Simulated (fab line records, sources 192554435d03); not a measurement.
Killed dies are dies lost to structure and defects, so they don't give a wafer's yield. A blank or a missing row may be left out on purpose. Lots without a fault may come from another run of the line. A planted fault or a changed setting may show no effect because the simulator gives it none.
Chamber matching | flow n5_finfet | N5_BEOL_M2_STRIP_19 on rie_diel-04: 4 sister chambers
The step strips in O2. 14 wafers are shown with their chamber, then 7 later ones without.

WAFERS WITH THEIR CHAMBER
wafer  | chamber | drypump_motor_current_A (A) | throttle_valve_pct (%) | oes_product_au (a.u.)
L656.2 | 0       | 6.1                         | 16.2                   | 0.97
L656.4 | 1       | 6.2                         | 17.1                   | 0.73
L656.5 | 0       | 6.1                         | 16.2                   | 0.97
L659.1 | 2       | 5.9                         | 16.8                   | 0.73
L659.4 | 0       | 6.1                         | 16.2                   | 0.94
L659.5 | 3       | 5.5                         | 16.3                   | 0.94
L661.1 | 0       | 6.1                         | 16.2                   | 0.93
L661.2 | 3       | 5.5                         | 16.3                   | 0.93
L661.4 | 3       | 5.5                         | 16.3                   | 0.93
L663.3 | 1       | 6.2                         | 17.1                   | 0.72
L663.5 | 1       | 6.3                         | 17.1                   | 0.72
L663.6 | 0       | 6.1                         | 16.2                   | 0.93
L669.1 | 2       | 5.9                         | 16.9                   | 0.70
L669.3 | 0       | 6.1                         | 16.3                   | 0.89

SIGNATURES (means of the wafers above)
reading                 | chamber 0 | chamber 1 | chamber 2 | chamber 3 | scatter within a chamber
drypump_motor_current_A | 6.100     | 6.233     | 5.900     | 5.500     | 0.0258
throttle_valve_pct      | 16.217    | 17.100    | 16.850    | 16.300    | 0.0365
oes_product_au          | 0.9383    | 0.7233    | 0.7150    | 0.9333    | 0.0225
Rule: a wafer's distance from a chamber is the root of the sum, over the readings, of the square of ((its reading less the chamber's mean) divided by the reading's scatter). The wafer belongs to the nearest chamber; if the next one is less than 2 further off, it can't be placed. The scatter: the root of (the sum of the squares of (reading less its chamber's mean) over the shown wafers, divided by (wafers less chambers)).

WAFERS WITHOUT THEIR CHAMBER
wafer  | drypump_motor_current_A (A) | throttle_valve_pct (%) | oes_product_au (a.u.)
L669.6 | 5.9                         | 16.9                   | 0.70
L670.2 | 6.2                         | 17.2                   | 0.70
L670.3 | 6.1                         | 16.3                   | 0.91
L670.5 | 6.2                         | 17.2                   | 0.70
L674.1 | 5.5                         | 16.4                   | 0.85
L674.2 | 6.1                         | 16.3                   | 0.89
L674.6 | 6.2                         | 17.2                   | 0.70

WHICH CHAMBER EACH WENT THROUGH
wafer  | from the rows above | in truth
L669.6 | 2                   | 2
L670.2 | 1                   | 1
L670.3 | 0                   | 0
L670.5 | 1                   | 1
L674.1 | 3                   | 3
L674.2 | 0                   | 0
L674.6 | 1                   | 1
Placed correctly: 7 of 7. Can't be placed from these rows: 0. Placed wrongly: 0.
